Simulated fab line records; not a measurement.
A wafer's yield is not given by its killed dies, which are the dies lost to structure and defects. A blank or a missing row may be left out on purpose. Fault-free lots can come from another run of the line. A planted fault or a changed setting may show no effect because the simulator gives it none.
Matching of chambers ; flow nandHarc ; 4 sister chambers for NHARC_A_ZERO_WELL_DESCUM_12 on rieDiel-03
The step chemistry O2, time 3 s. 4 wafers are shown with their chamber, then 8 later ones without.

== WAFERS, EACH WITH ITS CHAMBER ==
wafer;chamber;drypumpMotorCurrentA (A)
L204.5;3;5.5
L205.2;0;5.7
L205.4;2;6.0
L206.1;1;6.1

== WAFERS WHOSE CHAMBER IS MISSING ==
wafer;drypumpMotorCurrentA (A)
L206.2;5.5
L206.3;5.7
L209.1;5.7
L209.3;6.1
L209.4;6.1
L208.2;6.2
L208.4;5.7
L208.6;5.5

== WHICH CHAMBER EACH WENT THROUGH ==
wafer;from the rows above;in truth
L206.2;3;3
L206.3;0;0
L209.1;0;0
L209.3;1;1
L209.4;1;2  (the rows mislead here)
L208.2;1;1
L208.4;0;0
L208.6;3;3
Correctly placed: 7 of 8. Left unplaced by these rows: 0. Wrongly placed: 1.
How it was worked out, from the rows above alone: a wafer's distance from a chamber is the root of the sum, over the readings, of the square of ((its reading less the chamber's mean) divided by the reading's scatter). If the next closest chamber is less than 2 further off than the closest, the wafer can't be placed; otherwise it belongs to the closest. A chamber's mean is the mean of its shown wafers. The scatter: with one shown wafer a chamber, the root of the mean of the squares of how far each hidden wafer lies from its nearest shown one.
